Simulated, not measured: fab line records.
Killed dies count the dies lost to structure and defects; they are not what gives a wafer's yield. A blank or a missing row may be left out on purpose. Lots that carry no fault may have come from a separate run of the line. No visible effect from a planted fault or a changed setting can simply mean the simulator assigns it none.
Code-filled problem report in 8D (eight disciplines) form | flow n5Finfet | the parts of the form that need people (team, actions taken, sign-off) are left out

1. THE ISSUE
susceptorTempC at N5_FIN_SAQP_SPACER1_ALD_24 reads a mean of 295.79 C on 6 wafers of 2 lots; wafers without a fault read 300.01 C with a standard deviation of 0.19. That is -22 standard deviations from the usual mean.
The step: deposits SiO2, target thk 20.3 nm, pulse time 1 s, purge time 2 s.
First seen on wafer L863.4, day 4 18:52, on aldSin-02. The record holds 18 wafers of 6 lots with a number at this step. The rule behind "out" and "out of limits": a value lying over 4 standard deviations away from the usual mean. All remaining wafers that have a number are taken as sound.

2. WHAT IT IS; WHAT IT IS NOT
question                    | is                     | is not
which readings at this step | susceptorTempC         | heaterPowerW, precursorPulseHeightRel
which lots                  | L863, L865             | L853, L862, L872, L873
which wafers of those lots  | all that have a number | -
read on which tools         | aldSin-02              | aldSin-01, aldSin-04
when                        | from day 4 18:52       | up to then (6 sound wafers); but 6 sound wafers of L872, L873 came after

3. THE SUSPECTS, EACH WITH WHAT RULES IT OUT
Counting: a tool at a process step up to the reading stays a suspect if it ran every lot that is out and no sound lot after the first of them.
- rieSi-03 at N5_FIN_SAQP_MANDREL_ETCH_22 (etches a-Si in HBr/Cl2, stops on SiNx, target depth 60 nm, bt time 10 s, time 30 s): ruled out as a lasting fault. After its first lot that is out, L863 (day 4 17:59), sound lots L873 ran on it.
- rieDiel-06 at N5_FIN_SAQP_STRIP_55 (strips in N2/H2): ruled out as a lasting fault. After its first lot that is out, L863 (day 4 18:09), sound lots L873 ran on it.
- vaporEtch-01 at N5_FIN_SAQP_RECESS_75 (chemistry HF/NH3, target SiO2, target depth 14.4 nm, afs cycles 3, sublimation time 60 s): ruled out as a lasting fault. After its first lot that is out, L863 (day 4 18:36), sound lots L873 ran on it.
- aldSin-02 at N5_FIN_SAQP_SPACER1_ALD_24 (deposits SiO2, target thk 20.3 nm, pulse time 1 s, purge time 2 s): kept. All lots that are out passed through it, beginning with L863 at day 4 18:52, and no sound lot followed; its final sound lot before that point was L862 at day 4 11:45. On those wafers its own readings are out: susceptorTempC.
Remaining after the count: aldSin-02 at N5_FIN_SAQP_SPACER1_ALD_24.

4. THE CAUSE (what the simulator had put in)
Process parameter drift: aldSin-02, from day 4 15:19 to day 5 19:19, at N5_FIN_SAQP_SPACER1_ALD_24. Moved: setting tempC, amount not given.
Only this tool survived the counting.

5. THE EFFECT CHAIN, in route order
One row per reading whose mean, taken over the struck wafers that have a number, lies over 3 standard deviations from the usual. Readings are gone through only where the record gives a usual standard deviation; hours: the median, over the lots, of the time from a lot's start at the first step in this table giving one to that lot's start at this step; sigmas: the change measured in usual standard deviations.
hours | step                       | reading        | usual    | on struck wafers | change | sigmas
0     | N5_FIN_SAQP_SPACER1_ALD_24 | susceptorTempC | 300.01 C | 295.79           | -4.22  | -22
It contains these process steps:
- N5_FIN_SAQP_SPACER1_ALD_24: deposits SiO2, target thk 20.3 nm, pulse time 1 s, purge time 2 s.
Later measuring or inspecting steps at which every struck wafer that the step has a row for has a number for every such reading, and none has moved that far: N5_FIN_SAQP_CD_MEAS_27, N5_BEOL_M4_RC_MEAS_101.

6. WHAT WOULD HAVE CAUGHT IT SOONER
In this record the first reading out of limits was taken at day 4 18:52, 4 hours after the fault began at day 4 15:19.
